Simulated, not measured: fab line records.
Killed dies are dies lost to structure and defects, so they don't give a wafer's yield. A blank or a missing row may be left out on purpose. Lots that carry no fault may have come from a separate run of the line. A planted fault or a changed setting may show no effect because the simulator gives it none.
fab line records ; flow nand_harc
[record] lots = 6; wafers = 18; last_day = 34
route steps=1302 shown A_STAIRCASE@690 END@1302
lots untouched by any fault: they come from a run of this same line in which no faults occurred
start_h: start of the lot's first displayed wafer, in hours after the record's first day ; wait_h: hours from the lot's prior step to this one ; " same as the row above ; L1.1+2: several wafers, shown together as one row ; - no value, or no start was given ; * or withheld: withheld ; < > ~ a bound
route shown NAME@n: NAME is a module with steps in the file, n the number in the route of the first one ; usual: mean and standard deviation over wafers with no fault ; same: alike in all rows ; chamber/n: place in a boat ; sites: each site's reading ; _std_site: their standard deviation ; _edge_site: the outer-site mean with the inner-site mean subtracted ; radius_mm: how far each site lies from the wafer's centre ; mask NAME#n: copy n ; behind: the last tool/chamber to shape the wafer ; hold: why the lot went on hold/how many hours it stayed there/how the hold came to an end ; device: the n, p or np transistor that did not switch ; end of line: the same wafers' tests at the end of the route ; where a step has no rows: the recipe by itself ; killed: not the wafer's yield, but the dies lost to structure and defects at the first sort ; map: per-die view of a wafer (x killed, . not killed, _ where there is no die)
set.NAME: the setting that was run; set.NAME@STEP: the one run at that earlier step ; model.NAME: the simulator's own value behind a step, which no gauge read
lots at selected steps of the route; one table per step, one row per wafer
services: the hour from which a tool's chamber was out of use, counted from the record's first day as start_h (under 0 if before that day), plus the number of hours and why
[[steps]]
[step NHARC_A_STAIRCASE_DEHYDRATE_176]
[recipe] temp_c = 150; time_s = 120
[step NHARC_A_STAIRCASE_HMDS_177]
[recipe] time_s = 30
[step NHARC_A_STAIRCASE_COAT_178]
[recipe] spin_rpm = 1200
[step NHARC_A_STAIRCASE_SOFTBAKE_179]
[recipe] temp_c = 135; time_s = 170
[step NHARC_A_STAIRCASE_EBR_180]
[step NHARC_A_STAIRCASE_EXPOSE_181]
[recipe] na = 0.5; dose_mj = 27.87; mask_id = STAIR_2
[step NHARC_A_STAIRCASE_PEB_182]
[recipe] peb_temp_c = 115; peb_time_s = 130
[step NHARC_A_STAIRCASE_DEVELOP_183]
[recipe] time_s = 140
[step NHARC_A_STAIRCASE_HARDBAKE_185]
[recipe] temp_c = 120; time_s = 140
[step NHARC_A_STAIRCASE_DESCUM_186]
[recipe] time_s = 3; o2_flow_sccm = 200; ar_flow_sccm = 0; bias_power_w = 0; chemistry = O2
[usual] chamber_pressure_mTorr = 60.00/0.055; drypump_motor_current_A = 5.6/0.37; oes_product_au = 0.999/0.013; rf_vpp_V = 57.8/0.83; showerhead_plenum_p_Torr = 1.90/0.1; throttle_valve_pct = 11.312/0.008
lot.wafer;tool;chamber;start_h;wait_h;chamber_pressure_mTorr;drypump_motor_current_A;oes_product_au;rf_hours_counter_h;rf_vpp_V;showerhead_plenum_p_Torr;throttle_valve_pct
L251.3;rie_diel-04;1;419.03;-;59.95;6.0;0.982;15;58.8;2.05;11.310
L251.5;rie_diel-04;3;419.03;-;60.06;5.2;0.990;-;57.8;1.79;11.315
L251.6;rie_diel-04;1;419.03;-;59.98;6.1;0.990;-;59.2;2.05;11.322
L257.2;rie_diel-11;2;474.65;-;59.95;5.7;0.990;10;59.2;1.83;11.308
L257.1;rie_diel-11;3;474.65;-;59.90;5.1;1.007;9;57.6;1.95;11.303
L257.6;rie_diel-11;1;474.65;-;59.87;6.2;1.015;-;59.4;1.85;11.317
L260.1;rie_diel-11;3;498.61;-;60.05;5.2;1.010;16;56.8;1.95;11.319
L260.2;rie_diel-11;0;498.61;-;59.95;5.5;0.995;15;58.2;1.78;11.322
L260.5;rie_diel-11;2;498.61;-;60.04;5.7;0.998;-;58.0;1.83;11.323
L267.4;rie_diel-11;1;566.26;-;59.99;6.2;1.008;40;56.7;1.84;11.286
L267.5;rie_diel-11;3;566.26;-;60.02;5.2;0.997;-;57.5;1.94;11.312
L267.6;rie_diel-11;0;566.26;-;59.95;5.5;0.988;-;57.9;1.77;11.305
L266.4;rie_diel-03;2;566.66;-;59.99;6.1;1.019;35;57.7;2.06;11.308
L266.2;rie_diel-03;3;566.66;-;60.01;6.3;1.005;28;58.5;1.96;11.297
L266.6;rie_diel-03;2;566.66;-;60.00;6.1;1.014;-;58.2;2.06;11.312
L269.3;rie_diel-11;1;586.44;-;60.02;6.2;1.009;49;56.9;1.84;11.316
L269.1;rie_diel-11;2;586.44;-;60.01;5.7;0.985;52;59.1;1.82;11.304
L269.4;rie_diel-11;0;586.44;-;60.02;5.5;0.994;43;58.6;1.77;11.322
[step NHARC_A_STAIRCASE_TRIM_187]
[recipe] time_s = 211.2; o2_flow_sccm = 500; ar_flow_sccm = 0; bias_w = 0; chemistry = O2
[usual] chamber_pressure_mTorr = 60.01/0.054; drypump_motor_current_A = 5.7/0.38; oes_product_au = 1.001/0.014; rf_vpp_V = 57.7/0.89; showerhead_plenum_p_Torr = 3.51/0.18; throttle_valve_pct = 17.037/0.0093
lot.wafer;tool;chamber;start_h;wait_h;chamber_pressure_mTorr;drypump_motor_current_A;oes_product_au;rf_hours_counter_h;rf_vpp_V;showerhead_plenum_p_Torr;throttle_valve_pct
L251.3;rie_diel-04;1;419.14;0.1;60.07;6.0;0.976;15;59.1;3.76;17.040
L251.5;rie_diel-04;1;419.14;0.1;59.87;6.1;0.979;-;59.5;3.76;17.035
L251.6;rie_diel-04;2;419.14;0.1;60.03;5.5;0.995;-;57.8;3.51;17.038
L257.2;rie_diel-11;3;474.75;0.1;60.01;5.2;1.013;9;57.0;3.59;17.037
L257.1;rie_diel-11;0;474.75;0.1;60.04;5.5;0.997;9;56.9;3.30;17.053
L257.6;rie_diel-11;2;474.75;0.1;59.85;5.7;1.006;-;59.3;3.38;17.039
L260.1;rie_diel-11;1;498.70;0.1;59.97;6.2;1.035;17;56.3;3.41;17.047
L260.2;rie_diel-11;3;498.70;0.1;60.03;5.1;1.010;16;57.4;3.59;17.043
L260.5;rie_diel-11;1;498.70;0.1;59.99;6.2;1.035;-;55.8;3.41;17.032
L267.4;rie_diel-11;2;566.35;0.1;59.94;5.7;0.979;44;57.5;3.36;17.023
L267.6;rie_diel-11;1;566.35;0.1;60.03;6.2;1.015;-;57.3;3.40;17.046
L267.5;rie_diel-11;2;566.35;0.1;60.04;5.7;0.991;-;58.2;3.36;17.024
L266.2;rie_diel-03;1;567.20;0.5;59.94;5.3;1.004;32;56.9;3.40;17.029
L266.4;rie_diel-03;2;567.20;0.5;60.03;6.2;1.008;35;58.3;3.79;17.039
L266.6;rie_diel-03;1;567.20;0.5;60.04;5.3;0.991;-;59.0;3.40;17.031
L269.3;rie_diel-11;0;586.53;0.1;60.05;5.5;0.995;43;58.1;3.28;17.048
L269.1;rie_diel-11;1;586.53;0.1;60.01;6.2;1.024;49;58.6;3.40;17.044
L269.4;rie_diel-11;3;586.53;0.1;60.03;5.2;1.007;47;56.6;3.57;17.036
[step NHARC_A_STAIRCASE_ETCH_188]
[recipe] target_depth_a = 1000; time_s = 40.5; ion_energy_ev = 400; c4f8_flow_sccm = 20; o2_flow_sccm = 10; ar_flow_sccm = withheld; rf_w = 600; bias_w = 1000; chemistry = C4F8/O2
[usual] chamber_pressure_mTorr = 25.000/0.022; oes_product_au = 0.942/0.017; rf_vpp_V = 895/6.5; run_length_s = 61.9/0.44
lot.wafer;tool;chamber;start_h;wait_h;chamber_pressure_mTorr;oes_product_au;rf_hours_counter_h;rf_vpp_V;run_length_s
L251.3;rie_diel-04;2;419.36;-;25.014;0.926;17;895;61.3
L251.5;rie_diel-04;2;419.36;-;24.986;0.914;-;896;61.1
L251.6;rie_diel-04;3;419.36;-;24.989;0.918;-;888;61.5
L257.1;rie_diel-11;2;474.87;-;24.986;0.950;10;891;40.8
L257.2;rie_diel-11;1;474.87;-;25.009;0.958;10;894;41.7
L257.6;rie_diel-11;2;474.87;-;24.989;0.948;-;892;40.6
L260.1;rie_diel-11;1;498.84;-;24.937;0.969;17;890;41.6
L260.2;rie_diel-11;3;498.84;-;25.062;0.966;16;898;40.5
L260.5;rie_diel-11;1;498.84;-;24.961;0.986;-;891;41.7
L267.4;rie_diel-11;1;566.50;-;24.997;0.942;41;891;62.5
L267.6;rie_diel-11;2;566.50;-;24.992;0.927;-;891;61.7
L267.5;rie_diel-11;3;566.50;-;24.999;0.937;-;897;61.5
L266.4;rie_diel-03;3;567.35;-;24.984;0.921;28;899;61.7
L266.2;rie_diel-03;0;567.35;-;25.040;0.924;27;904;62.1
L266.6;rie_diel-03;3;567.35;-;25.003;0.924;-;897;61.6
L269.4;rie_diel-11;2;586.68;-;25.046;0.936;52;891;61.9
L269.3;rie_diel-11;3;586.68;-;24.990;0.971;47;898;61.6
L269.1;rie_diel-11;1;586.68;-;25.020;0.951;49;891;62.8
[step NHARC_A_STAIRCASE_TRIM_189]
[recipe] time_s = 211.2; o2_flow_sccm = 500; ar_flow_sccm = 0; bias_w = 0; chemistry = O2
[usual] chamber_pressure_mTorr = 60.00/0.06; drypump_motor_current_A = 5.7/0.38; oes_product_au = 1.000/0.014; rf_vpp_V = 57.8/0.95; showerhead_plenum_p_Torr = 3.52/0.18; throttle_valve_pct = 17.036/0.0093
lot.wafer;tool;chamber;start_h;wait_h;chamber_pressure_mTorr;drypump_motor_current_A;oes_product_au;rf_hours_counter_h;rf_vpp_V;showerhead_plenum_p_Torr;throttle_valve_pct
L251.3;rie_diel-04;1;-;-;60.00;6.0;0.991;15;58.3;3.76;17.036
L251.5;rie_diel-04;1;-;-;60.00;6.0;0.981;-;58.1;3.76;17.037
L251.6;rie_diel-04;2;-;-;60.03;5.5;0.998;-;56.5;3.51;17.041
L257.2;rie_diel-11;0;-;-;60.01;5.5;1.001;9;56.7;3.30;17.035
L257.1;rie_diel-11;2;-;-;59.98;5.7;0.994;10;57.5;3.38;17.036
L257.6;rie_diel-11;0;-;-;59.90;5.5;0.994;-;59.1;3.30;17.025
L260.2;rie_diel-11;2;-;-;60.00;5.7;0.994;18;57.6;3.38;17.042
L260.1;rie_diel-11;3;-;-;60.19;5.2;1.014;16;55.2;3.59;17.039
L260.5;rie_diel-11;1;-;-;60.03;6.2;1.033;-;59.7;3.41;17.046
L267.4;rie_diel-11;1;-;-;60.08;6.2;1.022;41;58.7;3.40;17.039
L267.6;rie_diel-11;3;-;-;59.92;5.2;0.997;-;58.2;3.58;17.037
L267.5;rie_diel-11;0;-;-;59.94;5.5;0.983;-;56.1;3.29;17.031
L266.4;rie_diel-03;3;-;-;59.99;6.3;1.004;28;57.6;3.60;17.034
L266.2;rie_diel-03;0;-;-;59.92;5.7;1.005;27;58.2;3.73;17.044
L266.6;rie_diel-03;2;-;-;60.10;6.1;1.015;-;58.2;3.79;17.053
L269.4;rie_diel-11;2;-;-;60.03;5.7;0.979;52;58.3;3.36;17.034
L269.3;rie_diel-11;0;-;-;60.04;5.5;1.000;43;56.8;3.28;17.040
L269.1;rie_diel-11;1;-;-;59.93;6.2;1.012;49;57.7;3.40;17.052
[step NHARC_END_SORT_01]
[recipe] temp_c = 25
[usual] killed_at_array = 55/19; killed_at_other = 0.9/1.4; killed_at_periphery = 3.8/2.9; killed_dies = 60/19; killed_open = 3.3/1.8; killed_short = 2.6/1.6
[same] gross_dies = 677
lot.wafer;tool;chamber;start_h;wait_h;killed_at_array;killed_at_other;killed_at_periphery;killed_dies;killed_open;killed_short
L257.1;prober-02;0;687.42;2.5;672;1;4;677;5;3
L257.2;prober-02;0;688.21;2.8;671;3;3;677;2;2
L257.6;prober-02;0;691.35;3.9;672;1;4;677;4;4
L260.1;prober-01;0;716.13;2.5;668;3;6;677;8;3
L260.2;prober-01;0;716.93;2.8;672;2;3;677;4;1
L260.5;prober-01;0;719.35;3.7;668;0;9;677;8;1
L266.2;prober-01;0;762.68;2.8;44;1;5;50;0;4
L266.4;prober-01;0;764.27;3.4;30;3;6;39;0;1
L266.6;prober-01;0;765.87;4.0;40;1;5;46;3;0
L267.4;prober-02;0;767.46;3.4;48;0;6;54;6;2
L267.5;prober-02;0;768.25;3.7;51;0;3;54;4;3
L267.6;prober-02;0;769.04;4.0;64;1;2;67;3;5
// killed by level:class
L257.1 A_STAIRCASE:area_etch=599 A_CHANNEL_HOLE_D1:chamber_film_flake=29 A_SLIT:chamber_film_flake=24 A_WL_FILL:chamber_film_flake=5 P_GATE:chamber_film_flake=3 A_ONON_D1:geometric_particle:open=2 A_BLC:geometric_particle:open=2 A_STAIRCASE:chamber_film_flake=2
L257.2 A_STAIRCASE:area_etch=607 A_CHANNEL_HOLE_D1:chamber_film_flake=37 A_SLIT:chamber_film_flake=18 THIN_TSV:chamber_film_flake=3 A_STAIRCASE:chamber_film_flake=2 A_CONTACT:chamber_film_flake=2 P_ZERO_WELL:geometric_particle:short=1 A_DECK1_JOINT:geometric_particle:open=1
L257.6 A_STAIRCASE:area_etch=612 A_CHANNEL_HOLE_D1:chamber_film_flake=26 A_SLIT:chamber_film_flake=19 A_CHANNEL_FILL_D1:chamber_film_flake=4 A_ONON_D1:geometric_particle:short=3 P_M1:chamber_film_flake=2 A_CONTACT:chamber_film_flake=2 P_M0:geometric_particle:open=1
L260.1 A_STAIRCASE:area_etch=599 A_CHANNEL_HOLE_D1:chamber_film_flake=30 A_CHANNEL_HOLE_D2:chamber_film_flake=15 A_CONTACT:chamber_film_flake=10 THIN_TSV:chamber_film_flake=3 A_SLIT:chamber_film_flake=3 P_CONTACT:geometric_particle:open=2 A_SOURCE_PLATE:geometric_particle:short=2
L260.2 A_STAIRCASE:area_etch=601 A_CHANNEL_HOLE_D1:chamber_film_flake=32 A_CHANNEL_HOLE_D2:chamber_film_flake=23 A_CONTACT:chamber_film_flake=5 A_SLIT:chamber_film_flake=5 P_M1:geometric_particle:open=2 A_ZERO_WELL:chamber_film_flake=2 THIN_TSV:chamber_film_flake=2
L260.5 A_STAIRCASE:area_etch=601 A_CHANNEL_HOLE_D1:chamber_film_flake=29 A_CHANNEL_HOLE_D2:chamber_film_flake=14 A_CONTACT:chamber_film_flake=13 P_M0:geometric_particle:open=4 A_STAIRCASE:chamber_film_flake=3 A_ONON_D1:geometric_particle:open=2 P_STI:chamber_film_flake=2
L266.2 A_SLIT:chamber_film_flake=30 P_CONTACT:chamber_film_flake=3 A_STAIRCASE:chamber_film_flake=3 P_ZERO_WELL:chamber_film_flake=2 A_CHANNEL_HOLE_D2:chamber_film_flake=2 A_CHANNEL_FILL_D1:geometric_particle:short=1 A_DECK1_JOINT:geometric_particle:short=1 A_SGD_CUT:geometric_particle:short=1
L266.4 A_SLIT:chamber_film_flake=23 P_CONTACT:chamber_film_flake=4 THIN_TSV:chamber_film_flake=3 A_STAIRCASE:chamber_film_flake=2 A_M0:geometric_particle:short=1 P_ZERO_WELL:chamber_film_flake=1 P_STI:chamber_film_flake=1 A_ZERO_WELL:chamber_film_flake=1
L266.6 A_SLIT:chamber_film_flake=29 A_STAIRCASE:chamber_film_flake=3 P_M1:geometric_particle:open=2 A_WL_FILL:chamber_film_flake=2 P_CONTACT:chamber_film_flake=2 A_CONTACT:chamber_film_flake=2 A_M0:geometric_particle:open=1 P_BONDPAD:chamber_film_flake=1
L267.4 A_CHANNEL_HOLE_D2:chamber_film_flake=19 A_SLIT:chamber_film_flake=9 A_CONTACT:chamber_film_flake=8 A_CHANNEL_HOLE_D1:chamber_film_flake=4 P_CONTACT:geometric_particle:open=2 P_ZERO_WELL:chamber_film_flake=2 P_M0:geometric_particle:open=1 A_ONON_D1:geometric_particle:short=1
L267.5 A_CHANNEL_HOLE_D2:chamber_film_flake=21 A_CHANNEL_HOLE_D1:chamber_film_flake=12 A_SLIT:chamber_film_flake=6 A_CONTACT:chamber_film_flake=4 A_CONTACT:geometric_particle:open=2 A_STAIRCASE:chamber_film_flake=2 P_CONTACT:geometric_particle:short=1 P_CONTACT:geometric_particle:open=1
L267.6 A_CHANNEL_HOLE_D2:chamber_film_flake=29 A_CONTACT:chamber_film_flake=9 A_CHANNEL_HOLE_D1:chamber_film_flake=7 A_SLIT:chamber_film_flake=6 A_CHANNEL_FILL_D1:chamber_film_flake=2 A_ONON_D1:geometric_particle:short=1 A_ONON_D2:geometric_particle:short=1 A_ONON_D2:geometric_particle:open=1
// map L257.1 (x killed, . not)
____________x____________
_________xxxxxxx_________
_______xxxxxxxxxxx_______
______xxxxxxxxxxxxx______
_____xxxxxxxxxxxxxxx_____
____xxxxxxxxxxxxxxxxx____
____xxxxxxxxxxxxxxxxx____
___xxxxxxxxxxxxxxxxxxx___
___xxxxxxxxxxxxxxxxxxx___
__xxxxxxxxxxxxxxxxxxxxx__
__xxxxxxxxxxxxxxxxxxxxx__
_xxxxxxxxxxxxxxxxxxxxxxx_
_xxxxxxxxxxxxxxxxxxxxxxx_
_xxxxxxxxxxxxxxxxxxxxxxx_
_xxxxxxxxxxxxxxxxxxxxxxx_
_xxxxxxxxxxxxxxxxxxxxxxx_
xxxxxxxxxxxxxxxxxxxxxxxxx
xxxxxxxxxxxxxxxxxxxxxxxxx
xxxxxxxxxxxxxxxxxxxxxxxxx
xxxxxxxxxxxxxxxxxxxxxxxxx
xxxxxxxxxxxxxxxxxxxxxxxxx
_xxxxxxxxxxxxxxxxxxxxxxx_
_xxxxxxxxxxxxxxxxxxxxxxx_
_xxxxxxxxxxxxxxxxxxxxxxx_
_xxxxxxxxxxxxxxxxxxxxxxx_
_xxxxxxxxxxxxxxxxxxxxxxx_
__xxxxxxxxxxxxxxxxxxxxx__
__xxxxxxxxxxxxxxxxxxxxx__
___xxxxxxxxxxxxxxxxxxx___
___xxxxxxxxxxxxxxxxxxx___
____xxxxxxxxxxxxxxxxx____
____xxxxxxxxxxxxxxxxx____
_____xxxxxxxxxxxxxxx_____
______xxxxxxxxxxxxx______
_______xxxxxxxxxxx_______
_________xxxxxxx_________
____________x____________
// map L260.1 (x killed, . not)
____________x____________
_________xxxxxxx_________
_______xxxxxxxxxxx_______
______xxxxxxxxxxxxx______
_____xxxxxxxxxxxxxxx_____
____xxxxxxxxxxxxxxxxx____
____xxxxxxxxxxxxxxxxx____
___xxxxxxxxxxxxxxxxxxx___
___xxxxxxxxxxxxxxxxxxx___
__xxxxxxxxxxxxxxxxxxxxx__
__xxxxxxxxxxxxxxxxxxxxx__
_xxxxxxxxxxxxxxxxxxxxxxx_
_xxxxxxxxxxxxxxxxxxxxxxx_
_xxxxxxxxxxxxxxxxxxxxxxx_
_xxxxxxxxxxxxxxxxxxxxxxx_
_xxxxxxxxxxxxxxxxxxxxxxx_
xxxxxxxxxxxxxxxxxxxxxxxxx
xxxxxxxxxxxxxxxxxxxxxxxxx
xxxxxxxxxxxxxxxxxxxxxxxxx
xxxxxxxxxxxxxxxxxxxxxxxxx
xxxxxxxxxxxxxxxxxxxxxxxxx
_xxxxxxxxxxxxxxxxxxxxxxx_
_xxxxxxxxxxxxxxxxxxxxxxx_
_xxxxxxxxxxxxxxxxxxxxxxx_
_xxxxxxxxxxxxxxxxxxxxxxx_
_xxxxxxxxxxxxxxxxxxxxxxx_
__xxxxxxxxxxxxxxxxxxxxx__
__xxxxxxxxxxxxxxxxxxxxx__
___xxxxxxxxxxxxxxxxxxx___
___xxxxxxxxxxxxxxxxxxx___
____xxxxxxxxxxxxxxxxx____
____xxxxxxxxxxxxxxxxx____
_____xxxxxxxxxxxxxxx_____
______xxxxxxxxxxxxx______
_______xxxxxxxxxxx_______
_________xxxxxxx_________
____________x____________
[[services]]
tool;chamber;start_h;hours;kind
rie_diel-11;0;413.88;-;clean
rie_diel-11;1;413.88;-;clean
rie_diel-11;2;413.88;-;clean
rie_diel-11;3;413.88;-;clean
rie_diel-11;-;434.79;9.0;pm
rie_diel-11;0;434.79;9.0;vent_cycle
rie_diel-11;1;434.79;9.0;vent_cycle
rie_diel-11;2;434.79;9.0;vent_cycle
rie_diel-11;3;434.79;9.0;vent_cycle
rie_diel-11;0;443.79;-;clean
rie_diel-11;1;443.79;-;clean
rie_diel-11;2;443.79;-;clean
rie_diel-11;3;443.79;-;clean
rie_diel-03;-;458.59;9.0;pm
rie_diel-11;0;468.36;-;clean
rie_diel-11;1;468.36;-;clean
rie_diel-11;2;468.36;-;clean
rie_diel-11;3;468.36;-;clean
rie_diel-11;0;492.91;-;clean
rie_diel-11;1;492.91;-;clean
rie_diel-11;2;492.91;-;clean
rie_diel-03;2;517.55;7.5;repair
rie_diel-04;-;535.82;9.0;pm
rie_diel-03;3;546.16;10.6;repair
[[key]]
[first_sign] step = NHARC_A_STAIRCASE_ETCH_188; reading = run_length_s; direction = down; sigmas = 47; usual = *; struck = *
[effect] step = NHARC_END_SORT_01; reading = killed_dies; direction = up; sigmas = 33; usual = 60; struck = 677
[more_kills_born_at] NHARC_A_STAIRCASE_ETCH_188@rie_diel-11 = 3619
met_at NHARC_A_STAIRCASE_ETCH_188
struck_wafers L257.1,L257.2,L257.6,L260.1,L260.2,L260.5
later_rows_left_out L257.1,L257.2,L257.6,L260.1,L260.2,L260.5
tester_left_out L257,L260
[fault] kind = process_parameter_drift; tool = rie_diel-11; chamber = -; onset_h = 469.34; steps = NHARC_A_STAIRCASE_ETCH_188; channel = time_s; offset = *; shape = step; end_h = 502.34; acts_in = *; stated = *
// tester_left_out: of these lots the tester's yield and bins aren't shown, on N5 and GAA mostly nor the transistor test; their killed dies are dies lost to structure and defects alone, not to doping, threshold or leakage, so they don't give the yield
// later_rows_left_out: the simulator's readings of these wafers behind a module that went badly wrong aren't trusted and aren't shown, but for the sort
